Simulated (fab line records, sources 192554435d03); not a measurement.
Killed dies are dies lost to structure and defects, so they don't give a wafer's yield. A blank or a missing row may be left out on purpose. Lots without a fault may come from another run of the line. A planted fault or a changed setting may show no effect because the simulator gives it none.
Chamber matching | flow n5_finfet | N5_HKMG_FIN_NWFM_ALD_20 on ald_metal-02: 4 sister chambers
The step deposits TiAlC, target thk 2 nm, pulse time 3 s, purge time 2 s. 36 wafers are shown with their chamber, then 12 later ones without.

WAFERS WITH THEIR CHAMBER
wafer  | chamber | heater_power_w (W) | precursor_pulse_height_rel
L074.1 | 3       | 493                | 1.011
L074.2 | 2       | 512                | 1.031
L074.3 | 1       | 488                | 0.977
L076.1 | 0       | 576                | 1.004
L076.5 | 0       | 590                | 0.981
L076.6 | 3       | 489                | 0.993
L080.1 | 3       | 509                | 1.000
L080.2 | 2       | 517                | 1.029
L080.6 | 0       | 588                | 1.007
L082.1 | 1       | 485                | 0.996
L082.2 | 2       | 527                | 1.007
L082.6 | 3       | 485                | 1.012
L083.1 | 2       | 525                | 1.001
L083.2 | 1       | 484                | 1.016
L083.3 | 0       | 589                | 1.004
L083.4 | 3       | 489                | 0.992
L083.5 | 0       | 595                | 1.003
L083.6 | 1       | 493                | 0.970
L084.1 | 3       | 499                | 1.002
L084.2 | 1       | 497                | 1.005
L084.3 | 0       | 599                | 1.002
L084.4 | 2       | 528                | 0.987
L084.5 | 1       | 479                | 0.972
L084.6 | 0       | 591                | 1.008
L085.1 | 3       | 501                | 0.996
L085.2 | 2       | 515                | 0.963
L085.3 | 1       | 493                | 1.025
L085.4 | 0       | 587                | 0.990
L085.5 | 0       | 579                | 1.011
L085.6 | 3       | 491                | 0.970
L089.1 | 3       | 500                | 1.038
L089.2 | 1       | 488                | 0.999
L089.5 | 3       | 506                | 1.024
L091.1 | 2       | 528                | 1.040
L091.2 | 3       | 497                | 1.006
L091.3 | 0       | 602                | 1.029

SIGNATURES (means of the wafers above)
reading                    | chamber 0 | chamber 1 | chamber 2 | chamber 3 | scatter within a chamber
heater_power_w             | 589.60    | 488.38    | 521.71    | 496.27    | 7.22
precursor_pulse_height_rel | 1.00390   | 0.99500   | 1.00829   | 1.00400   | 0.0194
Rule: a wafer's distance from a chamber is the root of the sum, over the readings, of the square of ((its reading less the chamber's mean) divided by the reading's scatter). The wafer belongs to the nearest chamber; if the next one is less than 2 further off, it can't be placed. The scatter: the root of (the sum of the squares of (reading less its chamber's mean) over the shown wafers, divided by (wafers less chambers)).

WAFERS WITHOUT THEIR CHAMBER
wafer  | heater_power_w (W) | precursor_pulse_height_rel
L091.4 | 484                | 0.997
L091.5 | 488                | 1.008
L091.6 | 590                | 0.974
L092.1 | 499                | 1.033
L092.3 | 580                | 0.994
L092.5 | 492                | 0.987
L094.1 | 483                | 1.012
L094.2 | 593                | 1.054
L094.4 | 522                | 1.024
L096.1 | 489                | 1.042
L096.2 | 505                | 0.980
L096.3 | 583                | 0.975

WHICH CHAMBER EACH WENT THROUGH
wafer  | from the rows above          | in truth
L091.4 | can't be placed: 1 or 3      | 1
L091.5 | can't be placed: 1 or 3      | 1
L091.6 | 0                            | 0
L092.1 | can't be placed: 3 or 1 or 2 | 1
L092.3 | 0                            | 0
L092.5 | can't be placed: 1 or 3      | 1
L094.1 | can't be placed: 1 or 3      | 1
L094.2 | 0                            | 0
L094.4 | 2                            | 2
L096.1 | can't be placed: 3 or 1      | 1
L096.2 | can't be placed: 3 or 1 or 2 | 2
L096.3 | 0                            | 0
Placed correctly: 5 of 12. Can't be placed from these rows: 7 (the true chamber is among the candidates in 7). Placed wrongly: 0.
